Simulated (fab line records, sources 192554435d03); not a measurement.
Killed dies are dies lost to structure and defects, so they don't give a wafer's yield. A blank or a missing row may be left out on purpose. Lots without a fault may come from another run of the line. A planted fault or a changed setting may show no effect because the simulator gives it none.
Problem report in the 8D (eight disciplines) form, filled by code | flow n5_finfet | the parts of the form that need people (team, actions taken, sign-off) are left out

1. THE PROBLEM
killed_at_M4_up at N5_PASSIVATION_PROBE_49 reads a mean of 132 on 6 wafers of 2 lots; wafers without a fault read 13 with a standard deviation of 5.5. That is +22 standard deviations from the usual mean.
First seen on wafer L288.3, day 14 19:18, on prober-01. The record holds 9 wafers of 3 lots with a number at this step. Rule for "out", or "out of limits": more than 4 standard deviations from the usual mean. The other wafers with a number count as sound.

2. WHAT IT IS AND WHAT IT IS NOT
question                    | is                                                                                                   | is not
which readings at this step | killed_at_M4_up, defect_limited_yield, killed_dies, sort_bin_5_function, sort_n_pass, sort_yield_pct | killed_at_M0_to_M3, killed_at_contacts, killed_at_front_end, killed_at_other, killed_open, killed_short
which lots                  | L288, L291                                                                                           | L277
which wafers of those lots  | all that have a number                                                                               | -
read on which tools         | prober-01, prober-02                                                                                 | -
when                        | from day 14 19:18                                                                                    | up to then (3 sound wafers)

3. SUSPECTS, AND WHAT RULES EACH OUT
Counting: a tool at a process step up to the reading stays a suspect if it ran every lot that is out and no sound lot after the first of them.
- wet_bench-06 at N5_BEOL_M11_PRECLEAN_42 (cleans in residue remover, time 60 s): kept. It ran every lot that is out, first L288 (day 13 02:16), and no sound lot after that.
- pvd_sputter-01 at N5_PASSIVATION_SPUTTER_20 (material TaN, target thk 50 nm): kept. It ran every lot that is out, first L288 (day 14 13:37), and no sound lot after that.
Left after counting: wet_bench-06 at N5_BEOL_M11_PRECLEAN_42, pvd_sputter-01 at N5_PASSIVATION_SPUTTER_20.

4. THE CAUSE (what the simulator had put in)
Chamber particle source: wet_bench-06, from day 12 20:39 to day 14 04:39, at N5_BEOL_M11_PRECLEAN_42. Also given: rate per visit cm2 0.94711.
Counting left 2 suspects, and this tool is among them.

5. THE CHAIN OF EFFECTS, in route order
Each row: a reading whose mean over the struck wafers that have a number lies more than 3 standard deviations from the usual. Only readings for which the record gives a usual standard deviation are gone through. hours: the time from each lot's start at the first step in this table that gives one to its start at this step, as a median over the lots. sigmas: the change in usual standard deviations.
hours | step                    | reading              | usual  | on struck wafers | change | sigmas
0     | N5_PASSIVATION_PROBE_49 | defect_limited_yield | 91.4 % | 81.8             | -9.6   | -6.4
0     | N5_PASSIVATION_PROBE_49 | killed_at_M4_up      | 13     | 132              | +118   | +22
0     | N5_PASSIVATION_PROBE_49 | killed_dies          | 101    | 215              | +114   | +6.3
0     | N5_PASSIVATION_PROBE_49 | sort_bin_5_function  | 5.1 %  | 11.8             | +6.7   | +6.7
0     | N5_PASSIVATION_PROBE_49 | sort_n_pass          | 1079   | 965              | -114   | -6.3
0     | N5_PASSIVATION_PROBE_49 | sort_yield_pct       | 91.4 % | 81.8             | -9.6   | -6.4
The process steps in it:
- N5_PASSIVATION_PROBE_49

6. WHAT WOULD HAVE CAUGHT IT SOONER
In this record the first reading out of limits was taken at day 14 19:18, 47 hours after the fault began at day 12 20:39.
Of the tool readings at N5_BEOL_M11_PRECLEAN_42 for which the record gives a usual standard deviation, none was out on any struck wafer, so an alarm limit of 4 standard deviations on them would not have fired.
All the lots that are out (2) had begun N5_BEOL_M11_PRECLEAN_42 on wet_bench-06 by day 14 19:18. A hold on the tool at that time would have spared none of them.
